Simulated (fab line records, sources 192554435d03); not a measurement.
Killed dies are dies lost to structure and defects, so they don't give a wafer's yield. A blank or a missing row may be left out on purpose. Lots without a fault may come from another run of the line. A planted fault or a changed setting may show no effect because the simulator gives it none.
Which tool did it? | flow n5_finfet | 11 lots, 33 wafers sampled, at 4 steps of a route of 1938

WHAT THE GAUGES READ, wafer by wafer
The record holds no reading of a measuring or inspecting step that can be judged against a usual standard deviation.

WHICH TOOL RAN EACH LOT (tool, then ch and the chambers of the sampled wafers, then the start)
lot  | N5_BEOL_M5_ECD_50              | N5_BEOL_M15_ETCH_61                | N5_BEOL_M15_ETCH_38                           | N5_PASSIVATION_PROBE_49
L155 | ecd_cu-02 ch 0,1, day 8 13:24  | rie_diel-01 ch 0,1,2, day 11 12:09 | rie_diel-03 ch 0,1,2, no start                | -
L156 | ecd_cu-01 ch 0,1, day 8 15:20  | rie_diel-03 ch 0,1,2, day 11 16:12 | rie_diel-03 ch 1,3, no start                  | -
L157 | ecd_cu-02 ch 0,1, day 8 20:34  | rie_diel-03 ch 0,2,3, day 11 17:10 | rie_diel-04 ch 1,2, no start                  | -
L159 | ecd_cu-02 ch 0,1, day 8 22:41  | rie_diel-04 ch 0,1, day 11 21:39   | rie_diel-03 ch 2,3, no start                  | -
L158 | ecd_cu-01 ch 0,1, day 9 02:14  | rie_diel-04 ch 0,3, day 12 01:41   | rie_diel-01 ch 1,2, no start                  | -
L160 | ecd_cu-01 ch 0,1, day 9 15:15  | rie_diel-04 ch 0,1,2, day 13 05:22 | rie_diel-01 ch 0,3, no start                  | -
L162 | ecd_cu-02 ch 0,1, day 10 16:18 | rie_diel-04 ch 0,1, day 14 02:38   | rie_diel-04 ch 0,3, no start                  | -
L165 | ecd_cu-01 ch 0,1, day 10 18:59 | rie_diel-03 ch 0,2,3, day 14 02:37 | rie_diel-01 ch 2,3, no start                  | -
L164 | ecd_cu-01 ch 0,1, day 10 21:01 | rie_diel-01 ch 0,3, day 13 17:05   | rie_diel-01 ch 0,2,3, no start                | -
L166 | ecd_cu-01 ch 0,1, day 11 01:55 | rie_diel-01 ch 2,3, day 14 02:45   | rie_diel-03 ch 0,2,3, day 15 00:46 or earlier | prober-02, day 15 00:46
L167 | ecd_cu-01 ch 0,1, day 11 07:24 | rie_diel-03 ch 0,1,3, day 14 07:09 | rie_diel-01 ch 0,1,3, day 15 07:40 or earlier | prober-02, day 15 07:40
- N5_BEOL_M5_ECD_50: material Cu, target thk 300 nm.
- N5_BEOL_M15_ETCH_61: etches BARC in N2/H2, target depth 89 nm, overetch 26.7 nm, time 67.9 s.
- N5_BEOL_M15_ETCH_38: etches SiCN in CF4/N2, target depth 106.4 nm, time 120.5 s.
- N5_PASSIVATION_PROBE_49

WHAT THE TOOLS THEMSELVES READ (means of the sampled wafers that have a number; where no wafer has one, the mark that the record gives instead)
N5_BEOL_M15_ETCH_61.
lot  | tool        | bias_w (W) | drypump_motor_current_A (A) | oes_product_au (a.u.) | rf_vpp_V (V) | showerhead_plenum_p_Torr (Torr) | throttle_valve_pct (%)
L155 | rie_diel-01 | 150.1      | 5.5                         | 0.74                  | 526.8        | 2.63                            | 17.69
L156 | rie_diel-03 | 149.8      | 5.5                         | 0.73                  | 526.6        | 2.65                            | 17.89
L157 | rie_diel-03 | 149.9      | 5.1                         | 0.72                  | 525.2        | 2.62                            | 17.98
L159 | rie_diel-04 | 150.1      | 5.7                         | 0.73                  | 523.2        | 2.51                            | 17.65
L158 | rie_diel-04 | 149.7      | 6.0                         | 0.74                  | 524.0        | 2.53                            | 17.74
L160 | rie_diel-04 | 150.1      | 5.8                         | 0.77                  | 523.7        | 2.55                            | 17.65
L162 | rie_diel-04 | 149.7      | 5.8                         | 0.74                  | 524.5        | 2.55                            | 17.67
L165 | rie_diel-03 | 150.3      | 5.1                         | 0.70                  | 526.0        | 2.61                            | 18.01
L164 | rie_diel-01 | 150.2      | 5.2                         | 0.69                  | 526.5        | 2.64                            | 17.94
L166 | rie_diel-01 | 150.6      | 5.4                         | 0.71                  | 524.7        | 2.54                            | 17.80
L167 | rie_diel-03 | 149.9      | 5.3                         | 0.71                  | 524.9        | 2.58                            | 17.88

N5_BEOL_M15_ETCH_38.
lot  | tool        | bias_w (W) | drypump_motor_current_A (A) | oes_product_au (a.u.) | rf_vpp_V (V) | showerhead_plenum_p_Torr (Torr) | throttle_valve_pct (%)
L155 | rie_diel-03 | 70.01      | 5.5                         | 0.86                  | 384.4        | 2.30                            | 15.45
L156 | rie_diel-03 | 69.67      | 5.5                         | 0.83                  | 381.6        | 2.20                            | 15.44
L157 | rie_diel-04 | 69.77      | 5.8                         | 0.72                  | 382.2        | 2.22                            | 15.54
L159 | rie_diel-03 | 69.87      | 4.9                         | 0.81                  | 381.4        | 2.20                            | 15.64
L158 | rie_diel-01 | 70.16      | 5.8                         | 0.85                  | 384.6        | 2.27                            | 15.07
L160 | rie_diel-01 | 69.92      | 5.3                         | 0.82                  | 383.9        | 2.26                            | 15.40
L162 | rie_diel-04 | 70.00      | 6.3                         | 0.76                  | 380.3        | 2.15                            | 15.51
L165 | rie_diel-01 | 69.84      | 5.5                         | 0.86                  | 381.5        | 2.19                            | 15.31
L164 | rie_diel-01 | 70.03      | 5.4                         | 0.84                  | 382.6        | 2.24                            | 15.35
L166 | rie_diel-03 | 70.02      | 5.1                         | 0.84                  | 383.8        | 2.26                            | 15.57
L167 | rie_diel-01 | 70.22      | 5.5                         | 0.81                  | 384.1        | 2.28                            | 15.30

N5_PASSIVATION_PROBE_49.
lot  | tool      | defect_limited_yield (%) | killed_at_M0_to_M3 | killed_at_M4_up | killed_at_contacts | killed_at_front_end | killed_at_other | killed_dies | killed_on_rim | killed_open | killed_short | sort_bin_5_function (%) | sort_bin_6_memory (%) | sort_n_pass | sort_yield_pct (%)
L166 | prober-02 | 79.2                     | 40                 | 161             | 10                 | 30                  | 4               | 246         | 29            | 71          | 26           | 12.2                    | 7.8                   | 934         | 79.2
L167 | prober-02 | 78.8                     | 28                 | 159             | 10                 | 48                  | 5               | 250         | 31            | 69          | 37           | 12.5                    | 7.7                   | 930         | 78.8

THE ANSWER, worked out from the rows above alone
Rule: what is usual is taken from the lots themselves. Put in order of their means at a reading, lots are off if they are a third of the lots or fewer, leave a main group of 4 or more, and stand apart from it by a gap of 3 or more times the standard deviation of the main group's means; of several such gaps the widest counts. A main group whose means are all the same, to the digits that the tables above print for the reading, isn't used. A lot without any number at a reading at which 4 lots or more have one is off too. The other lots that the step has rows for count as sound. The gauges are gone through in route order, then the tools' own readings, and for those a lot's mean is taken as printed above. The first step at which some lot is off is used, and at that step the reading that is off furthest; a lot without a number counts as furthest.
No lot is off at any reading shown: from this, nothing can be told.

WHAT THE SIMULATOR HAD PUT IN
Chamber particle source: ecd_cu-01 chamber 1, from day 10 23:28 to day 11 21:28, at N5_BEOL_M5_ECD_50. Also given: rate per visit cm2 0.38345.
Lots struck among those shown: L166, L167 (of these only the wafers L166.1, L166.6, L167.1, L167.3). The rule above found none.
